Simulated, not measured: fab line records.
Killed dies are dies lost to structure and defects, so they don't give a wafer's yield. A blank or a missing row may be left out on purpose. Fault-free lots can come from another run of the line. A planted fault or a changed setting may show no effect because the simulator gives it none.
fab line records | flow n5Finfet
[record] lots = 11 | wafers = 32 | lastDay = 18
route steps=1938 shown BEOL_M13@1693 BEOL_M14@1716
lots that met no fault: from a run of the same line without faults
startH: hours from the record's first day to the start of the lot's first wafer shown | waitH: hours elapsed since this lot's preceding step | " the same as in the row above | L1.1+2: one row covering several wafers at once | - value missing, or start not given | * or withheld: withheld | < > ~ a bound
route shown NAME@n: a module of which the file shows steps, and the number in the route of the first | usual: mean/standard deviation of fault-free wafers | same: alike in all rows | chamber/n: place in a boat | sites: each site's reading | _std_site: their standard deviation | _edge_site: mean of outer sites minus mean of inner sites | radiusMm: for every site, how far away it sits from the centre of the wafer | mask NAME#n: copy n | behind: the tool/chamber that last shaped the wafer | hold: the reason the lot was held/the length of the hold in hours/how it ended | device: which transistor (n, p or np) failed to switch | end of line: tests of these same wafers at the route's end | where a step has no rows: the recipe by itself | killed: dies lost to structure and defects at the first sort, not the wafer's yield | map: a wafer's dies, x killed, . not, _ none there
set.NAME: the run value of the setting; set.NAME@STEP: its run value at that earlier step | model.NAME: the simulator's own value behind a step, which no gauge read
a sample of lots followed through the steps of the route, with each step as a table and each wafer as a row
services: a tool's chamber out of use, with start hour (startH, from the record's first day; less than 0 if before it), hours out, and reason
[[steps]]
[step N5_BEOL_M13_ETCH_67]
[recipe] chemistry = CF4 | target = SiARC | targetDepthA = 1430 | timeS = 238.3 | ionEnergyEv = 80 | pressureMtorr = 40 | sourceW = 545 | biasW = 36 | Ar_flow_sccm = 100 | cf4FlowSccm = 100 | ends = cleared
[usual] biasW = 36.00/0.11 | drypumpMotorCurrentA = 5.5/0.39 | etchRfOnTimeS = 237/4.5 | oesProductAu = 0.68/0.07 | rfVppV = 184.0/0.99 | showerheadPlenumPTorr = 2.14/0.056 | throttleValvePct = 15.60/0.21
lot.wafer | tool       | chamber | startH | waitH | biasW | drypumpMotorCurrentA | etchRfOnTimeS | oesProductAu | rfHoursCounterH | rfVppV | showerheadPlenumPTorr | throttleValvePct
L883.4    | rieDiel-03 | 1       | 257.97 | 0.0   | 36.15 | 5.1                  | 244           | 0.67         | 104             | 183.8  | 2.16                  | 15.43
L883.5    | "          | 2       | "      | "     | 35.88 | 5.7                  | 247           | 0.58         | -               | 185.2  | 2.21                  | 15.51
L883.6    | "          | 1       | "      | "     | 35.96 | 5.1                  | 241           | 0.67         | -               | 185.6  | 2.16                  | 15.41
L886.1    | rieDiel-06 | 1       | 277.03 | 0.0   | 35.77 | 5.7                  | 234           | 0.76         | 29              | 186.7  | 2.27                  | 15.41
L886.3    | "          | 2       | "      | "     | 35.83 | 5.8                  | 229           | 0.66         | 133             | 183.9  | 2.15                  | 15.71
L886.4    | "          | 0       | "      | "     | 36.09 | 5.4                  | 236           | 0.60         | 231             | 184.4  | 2.11                  | 15.90
L887.2    | rieDiel-06 | 3       | 283.39 | 0.0   | 36.12 | 5.2                  | 229           | 0.79         | 25              | 183.1  | 2.10                  | 15.50
L887.5    | "          | 1       | "      | "     | 35.95 | 5.7                  | 236           | 0.77         | -               | 184.7  | 2.27                  | 15.42
L887.6    | "          | 2       | "      | "     | 35.99 | 5.8                  | 231           | 0.65         | -               | 184.5  | 2.15                  | 15.74
L888.2    | rieDiel-06 | 1       | 288.85 | 0.0   | 36.01 | 5.7                  | 236           | 0.76         | 33              | 185.0  | 2.27                  | 15.40
L888.3    | "          | 0       | "      | "     | 35.87 | 5.4                  | 239           | 0.60         | 234             | 182.8  | 2.11                  | 15.88
L888.6    | "          | 2       | "      | "     | 36.04 | 5.8                  | 232           | 0.65         | -               | 184.2  | 2.15                  | 15.73
L891.2    | rieDiel-06 | 2       | 300.80 | 0.0   | 35.99 | 5.8                  | 230           | 0.65         | 141             | 184.4  | 2.15                  | 15.75
L891.3    | "          | 1       | "      | "     | 36.04 | 5.7                  | 235           | 0.75         | 37              | 186.5  | 2.27                  | 15.42
L891.6    | "          | 3       | "      | "     | 35.90 | 5.2                  | 231           | 0.78         | -               | 184.9  | 2.09                  | 15.53
L889.3    | rieDiel-05 | 3       | 307.66 | 0.0   | 35.97 | 5.4                  | 241           | 0.62         | 161             | 183.9  | 2.14                  | 15.47
L889.6    | "          | 1       | "      | "     | 36.02 | 4.9                  | 236           | 0.70         | -               | 182.8  | 2.07                  | 15.41
L898.2    | rieDiel-03 | 0       | 344.43 | 0.0   | 35.95 | 6.2                  | 236           | 0.72         | 54              | 184.1  | 2.09                  | 15.36
L898.3    | "          | 2       | "      | "     | 36.12 | 5.8                  | 244           | 0.57         | 231             | 184.7  | 2.20                  | 15.54
L898.4    | "          | 1       | "      | "     | 36.15 | 5.1                  | 238           | 0.67         | 129             | 185.4  | 2.15                  | 15.47
L901.1    | rieDiel-06 | 3       | 353.38 | 0.0   | 36.18 | 5.2                  | 233           | 0.75         | 51              | 184.2  | 2.09                  | 15.57
L901.3    | "          | 1       | "      | "     | 35.86 | 5.7                  | 236           | 0.73         | 56              | 185.9  | 2.26                  | 15.46
L901.6    | "          | 1       | "      | "     | 36.04 | 5.7                  | 238           | 0.73         | -               | 185.8  | 2.26                  | 15.45
L899.1    | rieDiel-05 | 0       | 359.09 | 0.0   | 36.06 | 4.9                  | 233           | 0.82         | 6               | 183.1  | 2.11                  | 15.49
L899.3    | "          | 1       | "      | "     | 36.11 | 4.9                  | 238           | 0.68         | 112             | 182.9  | 2.07                  | 15.42
L899.6    | "          | 1       | "      | "     | 36.10 | 4.9                  | 237           | 0.69         | -               | 183.3  | 2.07                  | 15.43
L903.2    | rieDiel-05 | 3       | 380.40 | 0.0   | 35.88 | 5.4                  | 248           | 0.61         | 186             | 185.3  | 2.13                  | 15.51
L903.3    | "          | 0       | "      | "     | 36.04 | 4.9                  | 238           | 0.79         | 13              | 182.9  | 2.11                  | 15.51
L903.6    | "          | 0       | "      | "     | 35.91 | 4.9                  | 237           | 0.79         | -               | 184.1  | 2.11                  | 15.50
L905.1    | rieDiel-03 | 0       | 396.42 | 0.0   | 35.99 | 6.2                  | 235           | 0.70         | 70              | 184.1  | 2.09                  | 15.38
L905.3    | "          | 2       | "      | "     | 36.19 | 5.7                  | 244           | 0.57         | 246             | 183.9  | 2.20                  | 15.57
L905.6    | "          | 2       | "      | "     | 36.14 | 5.8                  | 241           | 0.57         | -               | 184.2  | 2.20                  | 15.58
[step N5_BEOL_M13_OCD_MEAS_35]
[usual] trenchDepthNm = 414/6.4
lot.wafer | tool   | chamber | startH | waitH | trenchDepthNm
L883.4    | ocd-02 | -       | 258.52 | 0.0   | 411
L883.5    | "      | -       | "      | "     | 405
L883.6    | "      | -       | "      | "     | 414
L886.1    | ocd-01 | -       | 277.58 | 0.0   | 415
L886.3    | "      | -       | "      | "     | 420
L886.4    | "      | -       | "      | "     | 408
L887.2    | ocd-02 | -       | 283.94 | 0.0   | 419
L887.5    | "      | -       | "      | "     | 413
L887.6    | "      | -       | "      | "     | 415
L888.2    | ocd-02 | -       | 289.40 | 0.0   | 420
L888.3    | "      | -       | "      | "     | 417
L888.6    | "      | -       | "      | "     | 425
L891.2    | ocd-02 | -       | 301.35 | 0.0   | 423
L891.3    | "      | -       | "      | "     | 422
L891.6    | "      | -       | "      | "     | 429
L889.3    | ocd-01 | -       | 308.22 | 0.0   | 409
L889.6    | "      | -       | "      | "     | 413
L898.2    | ocd-01 | -       | 344.97 | 0.0   | 411
L898.3    | "      | -       | "      | "     | 404
L898.4    | "      | -       | "      | "     | 409
L901.1    | ocd-02 | -       | 353.92 | 0.0   | 419
L901.3    | "      | -       | "      | "     | 419
L901.6    | "      | -       | "      | "     | 416
L899.1    | ocd-02 | -       | 359.63 | 0.0   | 419
L899.3    | "      | -       | "      | "     | 411
L899.6    | "      | -       | "      | "     | 412
L903.2    | ocd-02 | -       | 380.95 | 0.0   | 404
L903.3    | "      | -       | "      | "     | 417
L903.6    | "      | -       | "      | "     | 419
L905.1    | ocd-01 | -       | 396.96 | 0.0   | 412
L905.3    | "      | -       | "      | "     | 403
L905.6    | "      | -       | "      | "     | 397
[step N5_BEOL_M13_DEP_53]
[recipe] material = SiCN | targetThkA = 500 | tempC = withheld | precursor = 3MS/NH3 | pressureTorr = 3 | rfW = 675 | timeS = 17.8
[usual] showerheadPlenumPTorr = 4.150/0.017 | throttleValvePct = 18.2/0.86
lot.wafer | tool     | chamber | startH | waitH | showerheadPlenumPTorr | throttleValvePct
L883.4    | pecvd-01 | 0       | 262.75 | 0.0   | 4.133                 | 17.0
L883.5    | "        | 2       | "      | "     | 4.158                 | 17.9
L883.6    | "        | 1       | "      | "     | 4.163                 | 18.7
L886.1    | pecvd-01 | 0       | 283.52 | 0.0   | 4.138                 | 16.8
L886.3    | "        | 1       | "      | "     | 4.150                 | 18.5
L886.4    | "        | 1       | "      | "     | 4.173                 | 18.5
L887.2    | pecvd-02 | 1       | 286.59 | 0.0   | 4.148                 | 18.8
L887.5    | "        | 0       | "      | "     | 4.155                 | 17.5
L887.6    | "        | 1       | "      | "     | 4.150                 | 19.1
L888.2    | pecvd-01 | 1       | 294.35 | 0.0   | 4.155                 | 18.6
L888.3    | "        | 0       | "      | "     | 4.135                 | 17.1
L888.6    | "        | 2       | "      | "     | 4.163                 | 17.8
L891.2    | pecvd-02 | 1       | 304.81 | 0.0   | 4.144                 | 18.9
L891.3    | "        | 0       | "      | "     | 4.169                 | 17.5
L891.6    | "        | 2       | "      | "     | 4.116                 | 17.3
L889.3    | pecvd-01 | 1       | 312.11 | 0.0   | 4.150                 | 18.4
L889.6    | "        | 1       | "      | "     | 4.153                 | 18.5
L898.2    | pecvd-02 | 1       | 348.47 | 0.0   | 4.159                 | 18.7
L898.3    | "        | 2       | "      | "     | 4.109                 | 17.5
L898.4    | "        | 1       | "      | "     | 4.158                 | 18.8
L901.1    | pecvd-02 | 2       | 357.52 | 0.0   | 4.110                 | 17.3
L901.3    | "        | 1       | "      | "     | 4.150                 | 19.0
L901.6    | "        | 0       | "      | "     | 4.170                 | 17.7
L899.1    | pecvd-03 | 0       | 361.56 | 0.0   | 4.140                 | 20.1
L899.3    | "        | 2       | "      | "     | 4.146                 | 17.5
L899.6    | "        | 2       | "      | "     | 4.161                 | 17.7
L903.2    | pecvd-03 | 0       | 384.13 | 0.0   | 4.152                 | 20.3
L903.3    | "        | 2       | "      | "     | 4.171                 | 17.8
L903.6    | "        | 2       | "      | "     | 4.171                 | 17.6
L905.1    | pecvd-02 | 1       | 399.82 | 0.0   | 4.153                 | 19.0
L905.3    | "        | 0       | "      | "     | 4.158                 | 17.7
L905.6    | "        | 0       | "      | "     | 4.173                 | 17.8
[step N5_BEOL_M14_ILD_DEP_00]
[recipe] material = SiO2 | targetThkA = 11193 | tempC = 400 | precursor = TEOS/O2 | pressureTorr = 6.5 | rfW = 900 | teosFlowSccm = 161.4 | gas = O2 | flowSccm = 2650 | timeS = 237.4
[usual] heaterPowerW = 549/130 | showerheadPlenumPTorr = 8.34/0.034 | throttleValvePct = 19.0/0.8
lot.wafer | tool     | chamber | startH | waitH | heaterPowerW | showerheadPlenumPTorr | throttleValvePct
L883.4    | pecvd-03 | 1       | 262.94 | 0.1   | 607          | 8.35                  | 19.5
L883.5    | "        | 0       | "      | "     | 497          | 8.33                  | 20.7
L883.6    | "        | 2       | "      | "     | 764          | 8.35                  | 18.2
L886.1    | pecvd-03 | 2       | 283.65 | 0.0   | 830          | 8.35                  | 17.9
L886.3    | "        | 1       | "      | "     | 642          | 8.35                  | 19.3
L886.4    | "        | 1       | "      | "     | 496          | 8.36                  | 19.3
L887.2    | pecvd-03 | 1       | 286.72 | 0.0   | 589          | 8.35                  | 19.5
L887.5    | "        | 1       | "      | "     | 512          | 8.35                  | 19.4
L887.6    | "        | 0       | "      | "     | 377          | 8.33                  | 20.6
L888.2    | pecvd-03 | 1       | 294.50 | 0.1   | 646          | 8.34                  | 19.3
L888.3    | "        | 1       | "      | "     | 501          | 8.33                  | 19.5
L888.6    | "        | 0       | "      | "     | 383          | 8.32                  | 20.9
L891.2    | pecvd-03 | 2       | 304.94 | 0.0   | 771          | 8.36                  | 18.2
L891.3    | "        | 1       | "      | "     | 499          | 8.35                  | 19.3
L891.6    | "        | 1       | "      | "     | 588          | 8.35                  | 19.5
L889.3    | pecvd-03 | 2       | 312.24 | 0.0   | 666          | 8.35                  | 18.0
L889.6    | "        | 1       | "      | "     | 622          | 8.34                  | 19.4
L898.2    | pecvd-04 | 1       | 348.60 | 0.0   | 406          | 8.39                  | 19.7
L898.3    | "        | 0       | "      | "     | 727          | 8.36                  | 18.6
L898.4    | "        | 1       | "      | "     | 478          | 8.39                  | 19.0
L901.1    | pecvd-02 | 1       | 357.65 | 0.0   | 534          | 8.35                  | 19.3
L901.3    | "        | 2       | "      | "     | 360          | 8.25                  | 18.3
L901.6    | "        | 1       | "      | "     | 579          | 8.32                  | 19.3
L899.1    | pecvd-02 | 0       | 361.69 | 0.0   | 447          | 8.35                  | 18.3
L899.3    | "        | 2       | "      | "     | 357          | 8.25                  | 18.2
L899.6    | "        | 1       | "      | "     | 587          | 8.32                  | 19.5
L903.2    | pecvd-04 | 0       | 384.34 | 0.1   | 594          | 8.38                  | 18.8
L903.3    | "        | 0       | "      | "     | 688          | 8.37                  | 18.8
L903.6    | "        | 0       | "      | "     | 670          | 8.39                  | 18.7
L905.1    | pecvd-02 | 2       | 399.95 | 0.0   | 349          | 8.27                  | 18.3
L905.3    | "        | 0       | "      | "     | 434          | 8.36                  | 18.3
L905.6    | "        | 2       | "      | "     | 389          | 8.27                  | 18.4
[step N5_BEOL_M14_THK_MEAS_01]
[recipe] reads = SiO2_of_BEOL_M14_ILD_DEP_00
[usual] M14_ILD_THK = 1116/16
lot.wafer | tool         | chamber | startH | waitH | M14_ILD_THK[nm]
L883.4    | filmMetro-02 | -       | 263.05 | 0.0   | 1104
L883.5    | "            | -       | "      | "     | 1126
L883.6    | "            | -       | "      | "     | 1124
L886.1    | filmMetro-01 | -       | 283.84 | 0.1   | 1098
L886.3    | "            | -       | "      | "     | 1087
L886.4    | "            | -       | "      | "     | 1102
L887.2    | filmMetro-01 | -       | 286.98 | 0.2   | 1098
L887.5    | "            | -       | "      | "     | 1124
L887.6    | "            | -       | "      | "     | 1139
L888.2    | filmMetro-01 | -       | 294.77 | 0.2   | 1094
L888.3    | "            | -       | "      | "     | 1115
L888.6    | "            | -       | "      | "     | 1215
L891.2    | filmMetro-01 | -       | 305.13 | 0.1   | 1111
L891.3    | "            | -       | "      | "     | 1099
L891.6    | "            | -       | "      | "     | 1192
L889.3    | filmMetro-01 | -       | 312.43 | 0.1   | 1091
L889.6    | "            | -       | "      | "     | 1206
L898.2    | filmMetro-01 | -       | 348.79 | 0.1   | 1099
L898.3    | "            | -       | "      | "     | 1093
L898.4    | "            | -       | "      | "     | 1118
L901.1    | filmMetro-02 | -       | 357.84 | 0.1   | 1130
L901.3    | "            | -       | "      | "     | 1117
L901.6    | "            | -       | "      | "     | 1142
L899.1    | filmMetro-02 | -       | 361.88 | 0.1   | 1143
L899.3    | "            | -       | "      | "     | 1135
L899.6    | "            | -       | "      | "     | 1153
L903.2    | filmMetro-02 | -       | 384.77 | 0.3   | 1103
L903.3    | "            | -       | "      | "     | 1100
L903.6    | "            | -       | "      | "     | 1099
L905.1    | filmMetro-02 | -       | 400.14 | 0.1   | 1136
L905.3    | "            | -       | "      | "     | 1136
L905.6    | "            | -       | "      | "     | 1137
[[services]]
tool       | chamber | startH | hours | kind
rieDiel-06 | 0       | 235.18 | 4.9   | repair
pecvd-03   | -       | 258.24 | 0.9   | repair
rieDiel-03 | 0       | 268.47 | 1.5   | repair
rieDiel-05 | 0       | 280.12 | 21.8  | repair
pecvd-03   | 2       | 284.98 | 11.5  | repair
pecvd-04   | -       | 288.27 | 0.8   | pm
pecvd-02   | -       | 307.65 | 14.6  | pm
pecvd-01   | -       | 308.01 | 1.3   | repair
pecvd-04   | 0       | 319.67 | 12.2  | repair
rieDiel-06 | 2       | 329.05 | 5.4   | repair
pecvd-01   | -       | 330.68 | 2.8   | pm
pecvd-02   | 0       | 330.91 | 2.1   | scheduledDown
rieDiel-06 | 0       | 337.33 | -     | clean
rieDiel-06 | 0       | 337.33 | -     | consumableReplace:focusRing
rieDiel-06 | 0       | 337.33 | 17.5  | scheduledDown
rieDiel-06 | 0       | 337.33 | 17.5  | ventCycle
rieDiel-05 | 2       | 354.62 | 15.6  | repair
pecvd-04   | 2       | 378.72 | 11.0  | repair
pecvd-02   | 1       | 383.30 | 5.5   | scheduledDown
rieDiel-03 | 2       | 386.88 | 6.2   | repair
rieDiel-05 | 3       | 389.90 | 4.8   | repair
rieDiel-05 | -       | 392.84 | 14.6  | pm
pecvd-02   | 2       | 394.91 | 2.1   | scheduledDown
rieDiel-06 | 0       | 395.14 | 6.6   | repair
[[key]]
[firstSign] step = N5_BEOL_M14_THK_MEAS_01 | reading = M14_ILD_THK | direction = up | sigmas = 5.6 | usual = 1116 | struck = 1204
effect none on later readings
metAt N5_BEOL_M14_ILD_DEP_00
struckLots L888,L889,L891
struckWafers L888.6,L889.6,L891.6
notActingAt N5_BEOL_M13_ETCH_67,N5_BEOL_M13_OCD_MEAS_35,N5_BEOL_M13_DEP_53
onsetBetween 286.72 294.50
[fault] kind = processParameterDrift | tool = pecvd-03 | chamber = - | onsetH = 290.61 | steps = N5_BEOL_M14_ILD_DEP_00 | channel = targetThkA | offset = * | shape = step | endH = 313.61 | scope = struckWafersOnly | actsIn = * | stated = *
